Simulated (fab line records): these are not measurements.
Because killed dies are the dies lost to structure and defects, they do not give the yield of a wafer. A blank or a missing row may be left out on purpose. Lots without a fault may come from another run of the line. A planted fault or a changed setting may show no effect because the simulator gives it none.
One fault through the eyes of 2 desks || flow nand harc || what lay behind the numbers comes last; until then each desk has only its own

== DESK OF THE TOOL OWNER: rie diel-12 ==
The tool's own readings at NHARC_P_GATE_ETCH_114 (etches the open film in CF4/O2, target depth 30 nm, overetch 3 nm, time 16.5 s): means of the sampled wafers that have a number, for each lot that ran on this tool. If a lot's mean is further than 4 standard deviations from the usual mean, the lot is out of limits and carries the mark OUT (the distance appears in the brackets).
Columns: A = drypump motor current A at NHARC_P_GATE_ETCH_114, usual 5.57 A; B = oes_o_777_au at NHARC_P_GATE_ETCH_114, usual 1.001 a.u.; C = oes product au at NHARC_P_GATE_ETCH_114, usual 1.000 a.u.; D = rf vpp V at NHARC_P_GATE_ETCH_114, usual 198.2 V; E = showerhead plenum p Torr at NHARC_P_GATE_ETCH_114, usual 1.35 Torr; F = throttle valve pct at NHARC_P_GATE_ETCH_114, usual 13.398 %
{"lot": "L824", "first seen here": "day 5 05:00", "A": 5.56, "B": 1.001, "C": 0.997, "D": 197.7, "E": 1.34, "F": 13.397}
{"lot": "L830", "first seen here": "day 6 21:00", "A": 5.72, "B": 1.000, "C": 0.991, "D": 198.4, "E": 1.34, "F": 13.395}
{"lot": "L832", "first seen here": "day 7 10:00", "A": 5.71, "B": 1.002, "C": 0.992, "D": 198.4, "E": 1.34, "F": 13.396}
{"lot": "L834", "first seen here": "day 8 01:00", "A": 5.69, "B": 0.999, "C": 1.000, "D": 197.3, "E": 1.30, "F": 13.394}
{"lot": "L833", "first seen here": "day 8 02:00", "A": 5.58, "B": 1.003, "C": 1.002, "D": 197.9, "E": 1.34, "F": 13.400}
{"lot": "L837", "first seen here": "day 8 11:00", "A": 5.56, "B": 1.002, "C": 1.000, "D": 199.0, "E": 1.34, "F": 13.395}
{"lot": "L838", "first seen here": "day 8 21:00", "A": 5.55, "B": 1.004, "C": 1.003, "D": 196.7, "E": 1.29, "F": 13.407}
{"lot": "L841", "first seen here": "day 9 07:00", "A": 5.76, "B": 1.003, "C": 0.993, "D": 198.4, "E": 1.33, "F": 13.394}
Result from this desk: across the 8 lots, nothing is out of limits.

== THE DEFECT DESK ==
What the inspections along the route counted, lot by lot: means of the sampled wafers that have a number. If a lot's mean is further than 4 standard deviations from the usual mean, the lot is out of limits and carries the mark OUT (the distance appears in the brackets).
Columns: A = raw defect count at NHARC_P_GATE_INSPECT_68, usual 211
{"lot": "L823", "first seen here": "day 5 10:09", "A": 227}
{"lot": "L824", "first seen here": "day 5 23:32", "A": 229}
{"lot": "L828", "first seen here": "day 6 21:12", "A": 227}
{"lot": "L830", "first seen here": "day 7 15:47", "A": 276}
{"lot": "L831", "first seen here": "day 7 18:23", "A": 199}
{"lot": "L832", "first seen here": "day 8 04:23", "A": 207}
{"lot": "L835", "first seen here": "day 8 19:22", "A": 188}
{"lot": "L833", "first seen here": "day 8 20:33", "A": 275}
{"lot": "L834", "first seen here": "day 8 21:51", "A": 202}
{"lot": "L837", "first seen here": "day 9 05:19", "A": "681 (+6.4) OUT"}
{"lot": "L838", "first seen here": "day 9 15:40", "A": "699 (+6.7) OUT"}
{"lot": "L841", "first seen here": "day 10 01:53", "A": "698 (+6.7) OUT"}
Finding of this desk: L837, L838, L841 out of limits; the first was L837 at day 9 05:19, on raw defect count at NHARC_P_GATE_INSPECT_68. L823, L824, L828, L830, L831, L832, L835, L833, L834: within limits.

== PUT TOGETHER ==
The defect desk could have raised an alarm at day 9 05:19, on L837, L838, L841.
The desk of the tool owner found nothing out of limits.
On record at the tool owner's desk: L837, L838, L841, within its limits.
Every lot named ran NHARC_P_GATE_ETCH_114 on rie diel-12.

== WHAT WAS PUT IN BY THE SIMULATOR ==
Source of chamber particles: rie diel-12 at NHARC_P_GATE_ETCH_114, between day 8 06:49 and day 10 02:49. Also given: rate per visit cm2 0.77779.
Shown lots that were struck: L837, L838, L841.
Hours from the fault's start to each desk's first reading out of limits: the defect desk, 22.
